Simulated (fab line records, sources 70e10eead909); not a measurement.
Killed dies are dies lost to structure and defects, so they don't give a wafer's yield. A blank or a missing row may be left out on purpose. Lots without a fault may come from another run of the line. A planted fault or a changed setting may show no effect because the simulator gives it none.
A struck lot beside a sound one | flow nand_harc | 17 steps out of a route of 1302
Sound: wafers L112.3, L112.5, L112.6. Struck: wafers L108.3, L108.5. (L108.2 of the same lot was not struck and is left out.) The cause comes at the end.
At each step with rows: each side's tool, then ch and its chambers, then its first start. Under that, the readings that differ: sound wafers | struck wafers | difference of the means | sigmas: that difference in standard deviations of wafers without a fault.
alike: readings whose means differ by less than 2 such deviations, and words and numbers that are the same on both sides. not compared: withheld readings, readings that some wafer has no value for, bounds like >300 that may hide the same value, and numbers for which the record gives no deviation and whose values overlap.
The two part at a step that has a row with sigmas, a row that says differs or no value, or rows on one side only. Numbers that don't overlap but have no deviation are shown without sigmas and don't part them. A reading that every wafer of one side lacks parts them only if that side has two wafers or more.

NHARC_A_M0_OVL_MEAS_10: pitch 160 nm.
  sound on overlay-02, day 29 21:31; struck on overlay-02, day 27 21:47
  alike: overlay_x_nm, overlay_y_nm
NHARC_A_M0_INSPECT_11:
  sound on defect_inspect-02, day 29 21:33; struck on defect_inspect-02, day 27 21:50
  alike: raw_defect_count
then, 2 steps without rows for these wafers: NHARC_A_M0_DESCUM_14 (chemistry O2, time 3 s); NHARC_A_M0_ETCH_34 (etches the open film in N2/H2, target depth 40 nm, overetch 12 nm, time 43.94 s).
NHARC_A_M0_ETCH_15: etches the open film in C4F8/Ar, target depth 150 nm, overetch 15 nm, time 82.5 s.
  sound on rie_diel-09 ch 1,2; struck on rie_diel-11 ch 0,1
  alike: oes_product_au, rf_vpp_V
  not compared: rf_hours_counter_h
NHARC_A_M0_CD_MEAS_16:
  sound on cd_sem-01, day 29 21:55; struck on cd_sem-01, day 27 22:15
  alike: cd_nm
then, 3 steps without rows for these wafers: NHARC_A_M0_STRIP_18 (strips in N2/H2); NHARC_A_M0_STRIP_19 (strips in post etch residue remover, time 600 s); NHARC_A_M0_DEGAS_28 (time 60 s).
NHARC_A_M0_PRE_CLEAN_29: time 30 s.
  sound on pvd_sputter-03; struck on pvd_sputter-01
  alike: heater_power_w
NHARC_A_M0_PVD_20: deposits TaN, target thk 5 nm, time 8.06 s.
  sound on pvd_sputter-03; struck on pvd_sputter-01
  alike: throttle_valve_pct
NHARC_A_M0_PVD_21: deposits Cu, target thk 30 nm, time 20.49 s.
  sound on pvd_sputter-03; struck on pvd_sputter-01
  alike: throttle_valve_pct
NHARC_A_M0_ECD_22: material Cu, target thk 400 nm.
  sound on ecd_cu-02 ch 0,1, day 29 23:08; struck on ecd_cu-01 ch 0,1, day 27 23:14
NHARC_A_M0_ANNEAL_30: time 90 s.
  sound on rtp_anneal-01 ch 0, day 29 23:28; struck on rtp_anneal-02 ch 0, day 27 23:40
  alike: anneal_temp_c, wafer_temp_C_max
NHARC_A_M0_CMP_23: polishes, t overpolish 20 s, target thk 113.75 nm.
  sound on cmp-03 ch 0,1,3, day 29 23:47; struck on cmp-01 ch 2, day 27 23:59
  reading                | sound          | struck    | difference | sigmas
  time_to_endpoint_s (s) | 25.2 24.8 25.5 | 44.2 45.0 | +19.4      | +7
  alike: motor_current_A, retaining_ring_pressure_frac
NHARC_A_M0_THK_MEAS_24: measures by xrf.
  sound on film_metro-02, day 30 00:01; struck on film_metro-02, day 28 00:16
  alike: thk_nm
NHARC_END_SORT_01:
  the record has rows for the struck wafers here (prober-01 ch 0, day 29 14:38) and none for the sound ones

WHERE THEY PART
First at NHARC_A_M0_CMP_23; last, within this record, at NHARC_END_SORT_01.

WHY: what the simulator had put in
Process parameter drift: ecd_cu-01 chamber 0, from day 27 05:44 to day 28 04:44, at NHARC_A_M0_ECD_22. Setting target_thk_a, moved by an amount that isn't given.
